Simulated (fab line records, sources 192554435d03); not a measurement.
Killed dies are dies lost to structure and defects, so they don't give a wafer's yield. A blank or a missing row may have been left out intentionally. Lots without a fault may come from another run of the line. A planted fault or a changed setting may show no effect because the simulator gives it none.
Lot-split experiment :: flow n5Finfet :: 39 wafers read from 7 lots, route of 1938 steps

## ON THE SPLIT
At N5_HKMG_FIN_PWFM_ALD_03 (deposits TiN, target thk 2 nm, pulse time 1 s, purge time 3 s), the setting aldCycles was moved away from the recipe's 91 on 12 of the 39 wafers read, by -16.5% to +51.6%. The other wafers ran this setting at the recipe's value.

Reading taken at the split's own step.

## THE READING
TiN_of_HKMG_FIN_PWFM_ALD_03.thkNm (the simulator's own value, which no gauge read), in nm, at N5_HKMG_FIN_PWFM_ALD_03 (deposits TiN, target thk 2 nm, pulse time 1 s, purge time 3 s). The file does not state a usual value for it.

wafer: L077.1
tool, chamber at the split: aldMetal-02, 1,3,2,0,3,2
aldCycles as run: 91
against the recipe: recipe
TiN_of_HKMG_FIN_PWFM_ALD_03.thkNm, nm: 2
against lot-mates on the recipe: -

wafer: L077.2
tool, chamber at the split: aldMetal-02, 1,3,2,0,3,2
aldCycles as run: 91
against the recipe: recipe
TiN_of_HKMG_FIN_PWFM_ALD_03.thkNm, nm: 2
against lot-mates on the recipe: -

wafer: L077.3
tool, chamber at the split: aldMetal-02, 1,3,2,0,3,2
aldCycles as run: 91
against the recipe: recipe
TiN_of_HKMG_FIN_PWFM_ALD_03.thkNm, nm: 2
against lot-mates on the recipe: -

wafer: L077.4
tool, chamber at the split: aldMetal-02, 1,3,2,0,3,2
aldCycles as run: 91
against the recipe: recipe
TiN_of_HKMG_FIN_PWFM_ALD_03.thkNm, nm: 2
against lot-mates on the recipe: -

wafer: L077.5
tool, chamber at the split: aldMetal-02, 1,3,2,0,3,2
aldCycles as run: 91
against the recipe: recipe
TiN_of_HKMG_FIN_PWFM_ALD_03.thkNm, nm: 2
against lot-mates on the recipe: -

wafer: L077.6
tool, chamber at the split: aldMetal-02, 1,3,2,0,3,2
aldCycles as run: 91
against the recipe: recipe
TiN_of_HKMG_FIN_PWFM_ALD_03.thkNm, nm: 2
against lot-mates on the recipe: -

wafer: L082.1
tool, chamber at the split: aldMetal-02, 3,3,0
aldCycles as run: 107
against the recipe: +17.6%
TiN_of_HKMG_FIN_PWFM_ALD_03.thkNm, nm: 2.4
against lot-mates on the recipe: +0.4

wafer: L082.4
tool, chamber at the split: aldMetal-02, 3,3,0
aldCycles as run: 107
against the recipe: +17.6%
TiN_of_HKMG_FIN_PWFM_ALD_03.thkNm, nm: 2.4
against lot-mates on the recipe: +0.4

wafer: L082.6
tool, chamber at the split: aldMetal-02, 3,3,0
aldCycles as run: 107
against the recipe: +17.6%
TiN_of_HKMG_FIN_PWFM_ALD_03.thkNm, nm: 2.4
against lot-mates on the recipe: +0.4

wafer: L082.2
tool, chamber at the split: aldMetal-02, 1,0,1
aldCycles as run: 91
against the recipe: recipe
TiN_of_HKMG_FIN_PWFM_ALD_03.thkNm, nm: 2
against lot-mates on the recipe: -

wafer: L082.3
tool, chamber at the split: aldMetal-02, 1,0,1
aldCycles as run: 91
against the recipe: recipe
TiN_of_HKMG_FIN_PWFM_ALD_03.thkNm, nm: 2
against lot-mates on the recipe: -

wafer: L082.5
tool, chamber at the split: aldMetal-02, 1,0,1
aldCycles as run: 91
against the recipe: recipe
TiN_of_HKMG_FIN_PWFM_ALD_03.thkNm, nm: 2
against lot-mates on the recipe: -

wafer: L084.1
tool, chamber at the split: aldMetal-03, 3,2,1,0,2,1
aldCycles as run: 91
against the recipe: recipe
TiN_of_HKMG_FIN_PWFM_ALD_03.thkNm, nm: 2
against lot-mates on the recipe: -

wafer: L084.2
tool, chamber at the split: aldMetal-03, 3,2,1,0,2,1
aldCycles as run: 91
against the recipe: recipe
TiN_of_HKMG_FIN_PWFM_ALD_03.thkNm, nm: 2
against lot-mates on the recipe: -

wafer: L084.3
tool, chamber at the split: aldMetal-03, 3,2,1,0,2,1
aldCycles as run: 91
against the recipe: recipe
TiN_of_HKMG_FIN_PWFM_ALD_03.thkNm, nm: 2
against lot-mates on the recipe: -

wafer: L084.4
tool, chamber at the split: aldMetal-03, 3,2,1,0,2,1
aldCycles as run: 91
against the recipe: recipe
TiN_of_HKMG_FIN_PWFM_ALD_03.thkNm, nm: 2
against lot-mates on the recipe: -

wafer: L084.5
tool, chamber at the split: aldMetal-03, 3,2,1,0,2,1
aldCycles as run: 91
against the recipe: recipe
TiN_of_HKMG_FIN_PWFM_ALD_03.thkNm, nm: 2
against lot-mates on the recipe: -

wafer: L084.6
tool, chamber at the split: aldMetal-03, 3,2,1,0,2,1
aldCycles as run: 91
against the recipe: recipe
TiN_of_HKMG_FIN_PWFM_ALD_03.thkNm, nm: 2
against lot-mates on the recipe: -

wafer: L085.1
tool, chamber at the split: aldMetal-02, 1,0,3
aldCycles as run: 138
against the recipe: +51.6%
TiN_of_HKMG_FIN_PWFM_ALD_03.thkNm, nm: 3
against lot-mates on the recipe: +1.0

wafer: L085.2
tool, chamber at the split: aldMetal-02, 1,0,3
aldCycles as run: 138
against the recipe: +51.6%
TiN_of_HKMG_FIN_PWFM_ALD_03.thkNm, nm: 3
against lot-mates on the recipe: +1.0

wafer: L085.5
tool, chamber at the split: aldMetal-02, 1,0,3
aldCycles as run: 138
against the recipe: +51.6%
TiN_of_HKMG_FIN_PWFM_ALD_03.thkNm, nm: 3
against lot-mates on the recipe: +1.0

wafer: L085.3
tool, chamber at the split: aldMetal-02, 3,0,1
aldCycles as run: 91
against the recipe: recipe
TiN_of_HKMG_FIN_PWFM_ALD_03.thkNm, nm: 2
against lot-mates on the recipe: -

wafer: L085.4
tool, chamber at the split: aldMetal-02, 3,0,1
aldCycles as run: 91
against the recipe: recipe
TiN_of_HKMG_FIN_PWFM_ALD_03.thkNm, nm: 2
against lot-mates on the recipe: -

wafer: L085.6
tool, chamber at the split: aldMetal-02, 3,0,1
aldCycles as run: 91
against the recipe: recipe
TiN_of_HKMG_FIN_PWFM_ALD_03.thkNm, nm: 2
against lot-mates on the recipe: -

wafer: L086.1
tool, chamber at the split: aldMetal-02, 3,0,1
aldCycles as run: 133
against the recipe: +46.2%
TiN_of_HKMG_FIN_PWFM_ALD_03.thkNm, nm: 3
against lot-mates on the recipe: +1.0

wafer: L086.2
tool, chamber at the split: aldMetal-02, 3,0,1
aldCycles as run: 133
against the recipe: +46.2%
TiN_of_HKMG_FIN_PWFM_ALD_03.thkNm, nm: 3
against lot-mates on the recipe: +1.0

wafer: L086.4
tool, chamber at the split: aldMetal-02, 3,0,1
aldCycles as run: 133
against the recipe: +46.2%
TiN_of_HKMG_FIN_PWFM_ALD_03.thkNm, nm: 3
against lot-mates on the recipe: +1.0

wafer: L086.3
tool, chamber at the split: aldMetal-02, 2,1,0
aldCycles as run: 91
against the recipe: recipe
TiN_of_HKMG_FIN_PWFM_ALD_03.thkNm, nm: 2
against lot-mates on the recipe: -

wafer: L086.5
tool, chamber at the split: aldMetal-02, 2,1,0
aldCycles as run: 91
against the recipe: recipe
TiN_of_HKMG_FIN_PWFM_ALD_03.thkNm, nm: 2
against lot-mates on the recipe: -

wafer: L086.6
tool, chamber at the split: aldMetal-02, 2,1,0
aldCycles as run: 91
against the recipe: recipe
TiN_of_HKMG_FIN_PWFM_ALD_03.thkNm, nm: 2
against lot-mates on the recipe: -

wafer: L092.1
tool, chamber at the split: aldMetal-02, 0,3,1
aldCycles as run: 76
against the recipe: -16.5%
TiN_of_HKMG_FIN_PWFM_ALD_03.thkNm, nm: 1.6
against lot-mates on the recipe: -0.4

wafer: L092.2
tool, chamber at the split: aldMetal-02, 0,3,1
aldCycles as run: 76
against the recipe: -16.5%
TiN_of_HKMG_FIN_PWFM_ALD_03.thkNm, nm: 1.6
against lot-mates on the recipe: -0.4

wafer: L092.6
tool, chamber at the split: aldMetal-02, 0,3,1
aldCycles as run: 76
against the recipe: -16.5%
TiN_of_HKMG_FIN_PWFM_ALD_03.thkNm, nm: 1.6
against lot-mates on the recipe: -0.4

wafer: L092.3
tool, chamber at the split: aldMetal-02, 2,1,0
aldCycles as run: 91
against the recipe: recipe
TiN_of_HKMG_FIN_PWFM_ALD_03.thkNm, nm: 2
against lot-mates on the recipe: -

wafer: L092.4
tool, chamber at the split: aldMetal-02, 2,1,0
aldCycles as run: 91
against the recipe: recipe
TiN_of_HKMG_FIN_PWFM_ALD_03.thkNm, nm: 2
against lot-mates on the recipe: -

wafer: L092.5
tool, chamber at the split: aldMetal-02, 2,1,0
aldCycles as run: 91
against the recipe: recipe
TiN_of_HKMG_FIN_PWFM_ALD_03.thkNm, nm: 2
against lot-mates on the recipe: -

wafer: L096.1
tool, chamber at the split: aldMetal-03, 3,0,2
aldCycles as run: 91
against the recipe: recipe
TiN_of_HKMG_FIN_PWFM_ALD_03.thkNm, nm: 2
against lot-mates on the recipe: -

wafer: L096.2
tool, chamber at the split: aldMetal-03, 3,0,2
aldCycles as run: 91
against the recipe: recipe
TiN_of_HKMG_FIN_PWFM_ALD_03.thkNm, nm: 2
against lot-mates on the recipe: -

wafer: L096.4
tool, chamber at the split: aldMetal-03, 3,0,2
aldCycles as run: 91
against the recipe: recipe
TiN_of_HKMG_FIN_PWFM_ALD_03.thkNm, nm: 2
against lot-mates on the recipe: -
If several chambers appear in one row, that row covers several wafers at once and the file leaves open which wafer was in which chamber.

THE FIT
A straight line over all 39 wafers: TiN_of_HKMG_FIN_PWFM_ALD_03.thkNm changes by +0.0208 nm for each +1% of aldCycles; r = +1.00; the points scatter about the line by 0.03 nm.
The same after taking each lot's own level away (the mean of its wafers on the recipe; 39 wafers): +0.0208 nm for each +1%; r = +1.00; scatter 0.03 nm.
On that fit, the largest move of aldCycles shifts the reading by 1.1 nm.
The lots' own levels span 2.00 to 2.00 nm.
The two slopes agree, so the slope changes little with the lot-to-lot level.
Check: with one of the wafers moved furthest among these (+51.6%) left out of the fit, the line predicts +1.08 nm for it against its lot-mates. It came out at +1 nm against them.

## OTHER SPLITS APPLIED TO THESE WAFERS
Before the reading, these wafers also passed through other splits. Each is held against what the fit with the lots' levels taken away leaves over:
other split on the same wafers: N5_FIN_SAQP_PECVD_06 timeS
wafers away from the commonest value: 15
r with TiN_of_HKMG_FIN_PWFM_ALD_03.thkNm (lot level and that fit taken away): -0.16

other split on the same wafers: N5_SDB_ALD_29 aldCycles
wafers away from the commonest value: 15
r with TiN_of_HKMG_FIN_PWFM_ALD_03.thkNm (lot level and that fit taken away): -0.30

## FILE'S OWN FIT
TiN_of_HKMG_FIN_PWFM_ALD_03.thkNm changes by +0.0207 nm for each +1% of aldCycles, r = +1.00.
